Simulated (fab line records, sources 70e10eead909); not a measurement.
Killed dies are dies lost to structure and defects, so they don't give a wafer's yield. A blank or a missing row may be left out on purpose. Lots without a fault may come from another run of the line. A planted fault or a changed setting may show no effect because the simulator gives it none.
Chamber matching | flow nand_harc | NHARC_A_CONTACT_ALD_18 on ald_metal-03: 4 sister chambers
The step deposits TiN, target thk 3 nm, pulse time 1 s, ald cycles 150. 20 wafers are shown with their chamber, then 10 later ones without.

WAFERS WITH THEIR CHAMBER
wafer  | chamber | heater_power_w (W) | precursor_pulse_height_rel
L075.1 | 3       | 1160               | 1.000
L075.2 | 2       | 1199               | 0.999
L075.5 | 1       | 1369               | 0.976
L077.1 | 3       | 1209               | 1.010
L077.2 | 0       | 1404               | 1.014
L077.5 | 1       | 1362               | 0.969
L078.4 | 3       | 1180               | 0.990
L078.5 | 2       | 1207               | 0.969
L078.6 | 1       | 1316               | 1.005
L083.2 | 2       | 1145               | 1.009
L083.3 | 3       | 1151               | 1.007
L083.5 | 0       | 1427               | 1.010
L086.2 | 2       | 1135               | 1.005
L086.4 | 3       | 1160               | 0.976
L086.6 | 3       | 1176               | 1.011
L089.2 | 1       | 1268               | 1.003
L089.4 | 2       | 1137               | 0.999
L089.5 | 3       | 1156               | 0.991
L091.2 | 2       | 1144               | 0.971
L091.3 | 3       | 1143               | 0.995

SIGNATURES (means of the wafers above)
reading                    | chamber 0 | chamber 1 | chamber 2 | chamber 3 | scatter within a chamber
heater_power_w             | 1415.50   | 1328.75   | 1161.17   | 1166.88   | 30.9
precursor_pulse_height_rel | 1.01200   | 0.98825   | 0.99200   | 0.99750   | 0.0149
Rule: a wafer's distance from a chamber is the root of the sum, over the readings, of the square of ((its reading less the chamber's mean) divided by the reading's scatter). The wafer belongs to the nearest chamber; if the next one is less than 2 further off, it can't be placed. The scatter: the root of (the sum of the squares of (reading less its chamber's mean) over the shown wafers, divided by (wafers less chambers)).

WAFERS WITHOUT THEIR CHAMBER
wafer  | heater_power_w (W) | precursor_pulse_height_rel
L091.6 | 1330               | 0.998
L092.1 | 1380               | 0.993
L092.3 | 1148               | 1.024
L092.5 | 1294               | 1.027
L093.3 | 1150               | 0.964
L093.5 | 1410               | 1.001
L093.6 | 1153               | 0.992
L096.4 | 1150               | 0.997
L096.5 | 1330               | 1.016
L096.6 | 1383               | 0.994

WHICH CHAMBER EACH WENT THROUGH
wafer  | from the rows above          | in truth
L091.6 | 1                            | 1
L092.1 | can't be placed: 1 or 0      | 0
L092.3 | can't be placed: 3 or 2      | 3
L092.5 | can't be placed: 1 or 0 or 3 | 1
L093.3 | can't be placed: 2 or 3      | 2
L093.5 | 0                            | 0
L093.6 | can't be placed: 2 or 3      | 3
L096.4 | can't be placed: 2 or 3      | 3
L096.5 | can't be placed: 1 or 0      | 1
L096.6 | can't be placed: 0 or 1      | 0
Placed correctly: 2 of 10. Can't be placed from these rows: 8 (the true chamber is among the candidates in 8). Placed wrongly: 0.
